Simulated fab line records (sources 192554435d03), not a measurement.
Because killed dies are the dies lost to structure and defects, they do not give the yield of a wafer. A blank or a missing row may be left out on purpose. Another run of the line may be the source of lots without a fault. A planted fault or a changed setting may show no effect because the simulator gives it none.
Chamber matching ; flow n5Finfet ; N5_FIN_SAQP_ETCH_65 on rieSi-06 has 4 sister chambers
The step etches SiO2 in CF4, target depth 4 nm, time 4.4 s. 14 wafers are shown with their chamber, then 7 later ones without.

WAFERS, EACH WITH ITS CHAMBER
wafer;chamber;drypumpMotorCurrentA (A);throttleValvePct (%);oesProductAu (a.u.)
L074.1;0;5.7;21.92;1.012
L074.2;2;6.7;22.07;1.012
L074.3;1;5.2;21.66;0.981
L075.1;0;5.6;21.92;1.016
L075.5;2;6.7;22.05;1.014
L075.6;3;5.4;22.08;0.986
L079.2;1;5.2;21.66;0.978
L079.3;0;5.7;21.91;1.004
L079.4;3;5.4;22.09;0.981
L084.1;2;6.7;22.07;1.016
L084.4;1;5.2;21.65;0.987
L084.5;3;5.4;22.09;0.990
L085.1;0;5.7;21.89;1.011
L085.4;3;5.4;22.09;0.979

SIGNATURES, as means of the wafers listed above
reading;chamber 0;chamber 1;chamber 2;chamber 3;scatter within a chamber
drypumpMotorCurrentA;5.675;5.200;6.700;5.400;0.0274
throttleValvePct;21.9100;21.6567;22.0633;22.0875;0.01
oesProductAu;1.01075;0.98200;1.01400;0.98400;0.00446
Rule: a wafer lies at a distance from a chamber equal to the root of the sum of squares, over the readings, of (its reading less the chamber's mean, divided by the reading's scatter). If the next closest chamber is less than 2 further off than the closest, the wafer can't be placed; otherwise it belongs to the closest. How the scatter is found: for the shown wafers, subtract from each reading the mean of its chamber, square and add these, divide the total by (wafers less chambers), then take the root.

WAFERS WITH NO CHAMBER GIVEN
wafer;drypumpMotorCurrentA (A);throttleValvePct (%);oesProductAu (a.u.)
L085.6;5.7;21.91;1.011
L089.1;5.2;21.65;0.986
L089.2;5.4;22.08;0.979
L089.4;6.7;22.09;1.019
L091.1;5.7;21.89;1.000
L091.4;5.2;21.67;0.980
L091.6;5.2;21.68;0.978

WHICH CHAMBER EACH WENT THROUGH
wafer;from the rows above;in truth
L085.6;0;0
L089.1;1;1
L089.2;3;3
L089.4;2;2
L091.1;0;0
L091.4;1;1
L091.6;1;1
Placed correctly: 7 of 7. Not placeable from these rows: 0. Number placed wrongly: 0.
